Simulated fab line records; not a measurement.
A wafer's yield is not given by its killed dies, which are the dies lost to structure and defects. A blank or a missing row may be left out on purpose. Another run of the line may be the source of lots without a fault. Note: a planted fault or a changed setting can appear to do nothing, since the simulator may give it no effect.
fab line records    flow nandHarc
[record] lots = 6  wafers = 17  lastDay = 34
route steps=1302 shown P_M1@311 P_M2@318 END@1302
lots that met no fault: taken from a fault-free run of the same line
startH: hours from the record's opening day to when the first of the lot's shown wafers began    waitH: hours from the lot's prior step to this one    " same as the row above    L1.1+2: a single row standing in for several wafers    - no value, or no start given    * or withheld: withheld    < > ~ a bound
route shown NAME@n: a module of which the file shows steps, and the number in the route of the first    usual: mean/standard deviation taken from wafers without a fault    same: alike in all rows    chamber/n: place in a boat    sites: each site's reading    _std_site: standard deviation of those values    _edge_site: inner sites' mean taken away from outer sites' mean    radiusMm: for every site, how far away it sits from the centre of the wafer    mask NAME#n: copy n    behind: the tool/chamber that last shaped the wafer    hold: why the lot was held/for how many hours/how that ended    device: names the non-switching transistor (n, p or np)    end of line: tests of these same wafers at the route's end    a step given without rows: its recipe and nothing more    killed: dies lost to structure and defects at the first sort, not the wafer's yield    map: the dies of a wafer, with x for killed, . for not killed, _ for no die there
set.NAME: the setting as run; set.NAME@STEP: as run at that earlier step    model.NAME: the simulator's own value behind a step, which no gauge read
lots seen at some steps along the route; tables by step, rows by wafer
services: when a tool's chamber went out of use (startH, in hours from the record's first day, below 0 if earlier), for how many hours, and the reason
[[steps]]
[step NHARC_P_M1_CMP_23]
[recipe] tOverpolishS = 20  targetThkNm = 157.82
[usual] motorCurrentA = 11.5/0.97  slurryFlowMlMin = 149.9/0.45  timeToEndpointS = 28.7/1.9
lot.wafer  tool    chamber  startH  waitH  motorCurrentA  slurryFlowMlMin  timeToEndpointS
L592.1     cmp-04  2        173.91  -      11.4           150.2            27.3
L592.4     "       1        "       "      11.2           150.2            28.1
L592.6     "       3        "       "      10.9           149.9            26.0
L593.1     cmp-04  3        188.06  -      11.5           149.5            27.7
L593.2     "       0        "       "      11.7           150.2            28.5
L593.5     "       3        "       "      11.8           149.6            25.5
L602.3     cmp-02  2        273.54  -      10.3           150.1            27.5
L602.6     "       2        "       "      10.0           150.2            28.1
L602.5     "       3        "       "      11.4           150.8            28.5
L604.4     cmp-03  2        295.54  -      10.3           149.5            32.2
L604.6     "       2        "       "      10.1           150.2            33.6
L610.4     cmp-02  0        349.40  -      14.3           150.6            31.0
L610.2     "       2        "       "      9.9            149.7            30.2
L610.6     "       1        "       "      11.3           149.9            28.1
L611.1     cmp-03  3        364.51  -      11.3           149.9            26.6
L611.4     "       0        "       "      12.6           149.8            32.1
L611.5     "       3        "       "      10.6           150.9            29.1
[step NHARC_P_M1_THK_MEAS_24]
[recipe] thkMeasGauge = xrf
[usual] thkNm = 157.8/1.3
lot.wafer  tool          chamber  startH  waitH  thkNm
L592.1     filmMetro-01  -        174.23  -      158.6
L592.4     "             -        "       "      158.8
L592.6     "             -        "       "      158.7
L593.1     filmMetro-02  -        188.35  -      155.7
L593.2     "             -        "       "      155.7
L593.5     "             -        "       "      158.2
L602.3     filmMetro-02  -        273.85  -      158.5
L602.5     "             -        "       "      158.2
L602.6     "             -        "       "      159.7
L604.4     filmMetro-01  -        295.83  -      157.6
L604.6     "             -        "       "      157.6
L610.2     filmMetro-01  -        349.71  -      158.8
L610.4     "             -        "       "      159.3
L610.6     "             -        "       "      158.4
L611.1     filmMetro-02  -        364.83  -      158.1
L611.4     "             -        "       "      158.1
L611.5     "             -        "       "      157.6
[step NHARC_P_M1_SRD_25]
[step NHARC_P_M1_INSPECT_27]
[usual] rawDefectCount = 290/100
lot.wafer  tool              chamber  startH  waitH  rawDefectCount
L592.1     defectInspect-02  -        174.38  0.0    337
L592.4     "                 -        "       "      823
L592.6     "                 -        "       "      360
L593.1     defectInspect-02  -        188.51  0.0    396
L593.2     "                 -        "       "      377
L593.5     "                 -        "       "      342
L602.3     defectInspect-02  -        274.03  0.0    307
L602.5     "                 -        "       "      263
L602.6     "                 -        "       "      341
L604.4     defectInspect-01  -        295.99  0.0    339
L604.6     "                 -        "       "      148
L610.2     defectInspect-01  -        349.87  0.0    321
L610.4     "                 -        "       "      255
L610.6     "                 -        "       "      340
L611.1     defectInspect-01  -        364.99  0.0    312
L611.4     "                 -        "       "      497
L611.5     "                 -        "       "      406
[step NHARC_P_M1_PRE_CLEAN_32]
[recipe] timeS = 12  tempC = 370  rfPowerW = 300  gas = NH3
[usual] heaterPowerW = 618/87
lot.wafer  tool      chamber  startH  waitH  heaterPowerW
L592.1     pecvd-03  1        174.47  0.1    782
L592.4     "         2        "       "      649
L592.6     "         1        "       "      787
L593.2     pecvd-02  2        188.57  0.1    603
L593.1     "         1        "       "      510
L593.5     "         1        "       "      526
L602.3     pecvd-03  2        274.10  0.1    529
L602.6     "         2        "       "      509
L602.5     "         0        "       "      548
L604.6     pecvd-04  2        296.11  0.1    685
L604.4     "         0        "       "      630
L610.2     pecvd-04  2        349.96  0.1    632
L610.6     "         0        "       "      643
L610.4     "         1        "       "      528
L611.1     pecvd-04  1        365.07  0.1    512
L611.5     "         0        "       "      656
L611.4     "         1        "       "      503
[step NHARC_P_M1_DEP_33]
[recipe] targetThkA = 300  tempC = 370  targetThkNm = 30  pressureTorr = 3  flowSccm = 200  rfW = 450  material = SiCN
[usual] heaterPowerW = 567/80
lot.wafer  tool      chamber  startH  waitH  heaterPowerW
L592.1     pecvd-03  1        174.61  0.1    726
L592.4     "         2        "       "      588
L592.6     "         1        "       "      705
L593.2     pecvd-02  2        188.65  0.1    486
L593.1     "         1        "       "      506
L593.5     "         1        "       "      511
L602.3     pecvd-03  2        274.18  0.1    514
L602.6     "         2        "       "      523
L602.5     "         0        "       "      485
L604.6     pecvd-04  2        296.31  0.2    644
L604.4     "         0        "       "      619
L610.2     pecvd-04  2        350.10  0.1    624
L610.6     "         0        "       "      548
L610.4     "         1        "       "      514
L611.1     pecvd-04  1        365.18  0.1    532
L611.5     "         0        "       "      615
L611.4     "         1        "       "      544
[step NHARC_P_M2_DEP_00]
[recipe] targetThkA = 1825  targetThkNm = 182.5  tempC = withheld  pressureTorr = 5  flowSccm = 200  rfW = 600  material = SiOC
[step NHARC_P_M2_DEHYDRATE_01]
[recipe] tempC = 150  timeS = 120
[step NHARC_P_M2_HMDS_02]
[recipe] timeS = 30
[step NHARC_P_M2_COAT_34]
[recipe] tempC = 200  timeS = 65
[step NHARC_P_M2_COAT_03]
[recipe] spinRpm = 1500  resistThkNm = 90
[step NHARC_P_M2_SOFTBAKE_04]
[recipe] tempC = 105  timeS = 55
[usual] heaterPowerTotalW = 188.44/0.14
lot.wafer  tool           chamber  startH  waitH  heaterPowerTotalW
L592.1     lithoTrack-01  0        175     -      188.38
L592.4     "              0        "       "      188.35
L592.6     "              0        "       "      188.64
L593.1     lithoTrack-04  0        189     -      188.48
L593.2     "              0        "       "      188.31
L593.5     "              0        "       "      188.49
L602.3     lithoTrack-01  0        274     -      188.72
L602.5     "              0        "       "      322.96
L602.6     "              0        "       "      323.11
L604.4     lithoTrack-01  0        296     -      188.31
L604.6     "              0        "       "      322.95
L610.2     lithoTrack-06  0        350     -      188.33
L610.4     "              0        "       "      188.42
L610.6     "              0        "       "      188.38
L611.1     lithoTrack-06  0        365     -      188.41
L611.4     "              0        "       "      188.37
L611.5     "              0        "       "      188.52
[step NHARC_P_M2_EBR_05]
[step NHARC_END_SORT_01]
[recipe] tempC = 25
[usual] defectLimitedYield = 91.9/2.7  killedAtArray = 50/18  killedAtOther = 0.8/1.1  killedAtPeriphery = 4.1/2.9  killedDies = 55/18  killedOpen = 3.5/1.9  killedShort = 2.4/1.5  sort_bin_2_pct = 2.8/1.2  sort_bin_3_pct = 0.6/0.37  sort_bin_4_pct = 4.7/1.5  sortNPass = 622/18  sortRimYieldPct = 90/4.4  sortYieldPct = 91.9/2.7
[same] grossDies = 677  sort_bin_5_pct[%] = 0  sort_bin_6_pct[%] = 0  sort_bin_7_pct[%] = 0  sort_bin_8_pct[%] = 0  sortRimNGross = 106.00
lot.wafer  tool       chamber  startH  waitH  defectLimitedYield[%]  killedAtArray  killedAtOther  killedAtPeriphery  killedDies  killedOpen  killedShort  sort_bin_2_pct[%]  sort_bin_3_pct[%]  sort_bin_4_pct[%]  sortNPass  sortRimYieldPct[%]  sortYieldPct[%]
L592.1     prober-01  0        618.92  2.5    95.3                   23             1              8                  32          2           7            1.0                0.4                3.2                645        97                  95.3
L592.4     prober-01  0        621.31  3.4    95.9                   22             1              5                  28          5           3            1.0                0.1                3.0                649        96                  95.9
L592.6     prober-01  0        622.91  4.0    95.4                   25             0              6                  31          11          3            0.9                0.3                3.4                646        94                  95.4
L593.1     prober-01  0        631.32  2.5    95.0                   29             0              5                  34          3           7            1.0                0.6                3.4                643        97                  95.0
L593.2     prober-01  0        632.11  2.8    94.2                   32             4              3                  39          2           2            2.1                0.1                3.5                638        97                  94.2
L593.5     prober-01  0        634.48  3.7    95.7                   25             3              1                  29          4           4            1.2                0.1                3.0                648        97                  95.7
L604.4     prober-02  0        738.92  3.4    90.8                   57             0              5                  62          2           2            3.7                0.7                4.7                615        89                  90.8
L604.6     prober-02  0        740.50  4.0    90.5                   58             0              6                  64          1           2            3.2                0.7                5.5                613        88                  90.5
// killed by level:class
L592.1 A_CHANNEL_HOLE_D2:chamberFilmFlake=10 P_GATE:chamberFilmFlake=4 A_CHANNEL_FILL_D1:geometricParticle:short=2 A_DECK1_JOINT:geometricParticle:short=2 A_CHANNEL_HOLE_D1:chamberFilmFlake=2 A_STAIRCASE:chamberFilmFlake=2 P_GATE:geometricParticle:short=1 A_ONON_D2:geometricParticle:short=1
L592.4 A_CHANNEL_HOLE_D2:chamberFilmFlake=4 A_STAIRCASE:chamberFilmFlake=4 A_DECK1_JOINT:chamberFilmFlake=3 A_CHANNEL_FILL_D2:geometricParticle:short=2 P_GATE:chamberFilmFlake=2 A_CHANNEL_HOLE_D1:chamberFilmFlake=2 P_GATE:geometricParticle:open=1 P_CONTACT:geometricParticle:open=1
L592.6 A_CHANNEL_HOLE_D2:chamberFilmFlake=8 P_M0:geometricParticle:open=2 A_M0:geometricParticle:open=2 A_CHANNEL_HOLE_D1:chamberFilmFlake=2 A_CHANNEL_FILL_D1:chamberFilmFlake=2 A_STAIRCASE:chamberFilmFlake=2 P_GATE:geometricParticle:open=1 P_M0:geometricParticle:short=1
L593.1 A_CHANNEL_HOLE_D2:chamberFilmFlake=11 A_CHANNEL_HOLE_D1:chamberFilmFlake=5 A_SLIT:chamberFilmFlake=3 P_CONTACT:geometricParticle:short=2 A_CONTACT:chamberFilmFlake=2 P_M1:geometricParticle:open=1 P_M1:geometricParticle:short=1 A_ONON_D1:geometricParticle:short=1
L593.2 A_CHANNEL_HOLE_D2:chamberFilmFlake=9 A_CONTACT:chamberFilmFlake=5 A_CHANNEL_HOLE_D1:chamberFilmFlake=4 THIN_TSV:chamberFilmFlake=4 A_WL_FILL:chamberFilmFlake=3 A_ZERO_WELL:chamberFilmFlake=2 A_DECK1_JOINT:chamberFilmFlake=2 A_SLIT:chamberFilmFlake=2
L593.5 A_CHANNEL_HOLE_D2:chamberFilmFlake=7 A_CONTACT:chamberFilmFlake=3 THIN_TSV:chamberFilmFlake=3 A_CHANNEL_FILL_D1:geometricParticle:open=2 A_CHANNEL_HOLE_D1:chamberFilmFlake=2 A_CHANNEL_HOLE_D1:geometricParticle:short=1 A_WL_FILL:geometricParticle:short=1 A_BLC:geometricParticle:short=1
L604.4 A_SLIT:chamberFilmFlake=23 A_CHANNEL_HOLE_D2:chamberFilmFlake=13 A_CONTACT:chamberFilmFlake=6 A_CHANNEL_HOLE_D1:chamberFilmFlake=5 P_GATE:chamberFilmFlake=3 A_SGD_CUT:chamberFilmFlake=2 P_M0:geometricParticle:short=1 A_CHANNEL_FILL_D2:geometricParticle:short=1
L604.6 A_SLIT:chamberFilmFlake=19 A_CHANNEL_HOLE_D2:chamberFilmFlake=14 A_CHANNEL_HOLE_D1:chamberFilmFlake=11 A_SGD_CUT:chamberFilmFlake=4 A_CONTACT:chamberFilmFlake=3 P_GATE:chamberFilmFlake=2 A_STAIRCASE:chamberFilmFlake=2 A_WL_FILL:chamberFilmFlake=2
[[services]]
tool           chamber  startH  hours  kind
pecvd-04       -        158.54  2.2    repair
cmp-03         -        162.00  4.0    pm
cmp-03         -        168.75  0.5    repair
cmp-04         -        175.22  2.4    repair
lithoTrack-06  -        179.00  7.0    pm
pecvd-03       -        185.31  13.0   pm
cmp-02         -        189.54  1.1    repair
cmp-02         -        192.11  0.9    repair
pecvd-04       2        204.97  5.7    repair
cmp-04         -        209.00  4.0    pm
pecvd-02       -        227.11  13.0   pm
cmp-02         -        232.50  4.0    pm
cmp-04         -        242.18  0.6    repair
cmp-03         -        246.41  0.8    repair
pecvd-04       -        269.06  13.0   pm
cmp-04         -        287.69  0.7    repair
cmp-04         -        307.00  4.0    pm
pecvd-03       2        326.93  5.9    repair
lithoTrack-01  -        330.01  7.0    pm
cmp-02         -        330.50  4.0    pm
pecvd-03       -        330.68  2.4    repair
cmp-04         -        349.36  0.8    repair
lithoTrack-06  -        354.00  7.0    pm
cmp-02         -        354.96  1.8    repair
[[key]]
[firstSign] step = NHARC_P_M2_SOFTBAKE_04  reading = heaterPowerTotalW  direction = up  sigmas = 99+  usual = *  struck = *
effect none on later readings
metAt NHARC_P_M2_SOFTBAKE_04
struckWafers L602.5,L602.6,L604.6
onsetBetween 175 274
[fault] kind = processParameterDrift  tool = lithoTrack-01  chamber = -  onsetH = 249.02  steps = NHARC_P_M2_SOFTBAKE_04  channel = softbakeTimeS  offset = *  shape = step  endH = 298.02  scope = struckWafersOnly  actsIn = *  stated = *
